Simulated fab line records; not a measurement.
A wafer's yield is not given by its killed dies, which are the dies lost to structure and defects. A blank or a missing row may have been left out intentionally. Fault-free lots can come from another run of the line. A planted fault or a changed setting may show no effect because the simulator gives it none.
Chamber matching | flow nand_harc | 4 sister chambers for NHARC_THIN_TSV_ETCHBACK_48 on rie_diel-10
The step etches the open film in C4F8/Ar, target depth 1028.5 nm, time 405.17 s. 4 wafers are shown with their chamber, then 8 later ones without.

== EACH WAFER AND ITS CHAMBER ==
wafer  | chamber | rf_vpp_V (V)
L131.4 | 0       | 546
L132.3 | 1       | 552
L132.4 | 3       | 544
L137.2 | 2       | 543

== WAFERS WITH NO CHAMBER GIVEN ==
wafer  | rf_vpp_V (V)
L137.3 | 552
L137.5 | 544
L139.2 | 546
L139.4 | 546
L139.5 | 551
L145.4 | 551
L145.5 | 545
L145.6 | 545

== THE CHAMBER EACH PASSED THROUGH ==
wafer  | from the rows above          | in truth
L137.3 | 1                            | 1
L137.5 | can't be placed: 3 or 2      | 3
L139.2 | 0                            | 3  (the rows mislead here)
L139.4 | 0                            | 0
L139.5 | 1                            | 1
L145.4 | 1                            | 1
L145.5 | can't be placed: 0 or 3 or 2 | 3
L145.6 | can't be placed: 0 or 3 or 2 | 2
Placed correctly: 4 of 8. These rows do not allow placing 3 (true chamber among the candidates in 3). Number placed wrongly: 1.
How it was worked out, from the rows above alone: a wafer's distance from a chamber is the root of the sum, over the readings, of the square of ((its reading less the chamber's mean) divided by the reading's scatter). If the next closest chamber is less than 2 further off than the closest, the wafer can't be placed; otherwise it belongs to the closest. For every chamber, the mean is computed from those of its wafers that are shown. The scatter: root of mean squared gap, hidden wafer to nearest shown wafer, with one shown wafer a chamber.
